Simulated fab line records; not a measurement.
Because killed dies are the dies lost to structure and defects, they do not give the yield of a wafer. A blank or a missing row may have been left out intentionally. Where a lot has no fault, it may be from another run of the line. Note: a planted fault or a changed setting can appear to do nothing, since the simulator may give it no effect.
Matching of chambers ; flow n5Finfet ; aldSin-04 running N5_BEOL_M0_SAQP_ALD_48: 4 sister chambers
The step deposits SiO2, target thk 20 nm, pulse time 1 s, co reactant pulse time 1 s. 8 wafers are shown with their chamber, then 10 later ones without.

== EACH WAFER AND ITS CHAMBER ==
wafer;chamber;heaterPowerW (W);precursorPulseHeightRel
L083.6;0;83;0.998
L085.2;3;83;0.991
L085.4;2;77;0.996
L087.1;1;81;0.999
L087.2;3;84;1.027
L087.5;2;77;1.000
L089.1;1;82;0.996
L089.4;0;88;1.021

== WAFERS WITHOUT THEIR CHAMBER ==
wafer;heaterPowerW (W);precursorPulseHeightRel
L089.6;78;1.023
L092.2;80;0.971
L092.4;81;0.982
L092.5;79;0.979
L095.1;78;1.028
L095.3;82;1.019
L095.6;87;0.987
L097.1;78;1.031
L097.3;88;0.993
L097.6;86;1.000

== WHICH CHAMBER EACH WENT THROUGH ==
wafer;from the rows above;in truth
L089.6;can't be placed: 2 or 1 or 3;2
L092.2;can't be placed: 1 or 2 or 3 or 0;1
L092.4;can't be placed: 1 or 3 or 2 or 0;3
L092.5;can't be placed: 2 or 1 or 3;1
L095.1;can't be placed: 2 or 1 or 3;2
L095.3;can't be placed: 3 or 1 or 0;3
L095.6;can't be placed: 0 or 3 or 1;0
L097.1;can't be placed: 2 or 1 or 3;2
L097.3;can't be placed: 0 or 3 or 1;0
L097.6;can't be placed: 0 or 3 or 1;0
Placed correctly: 0 of 10. Can't be placed from these rows: 10 (the true chamber is among the candidates in 10). Placed wrongly: 0.
How it was worked out, from the rows above alone: a wafer's distance from a chamber is the root of the sum, over the readings, of the square of ((its reading less the chamber's mean) divided by the reading's scatter). If the next closest chamber is less than 2 further off than the closest, the wafer can't be placed; otherwise it belongs to the closest. The mean given for a chamber averages the wafers shown for that chamber. The scatter is the square root of a quotient: the sum, over the shown wafers, of each reading's squared deviation from its chamber's mean, divided by wafers minus chambers.
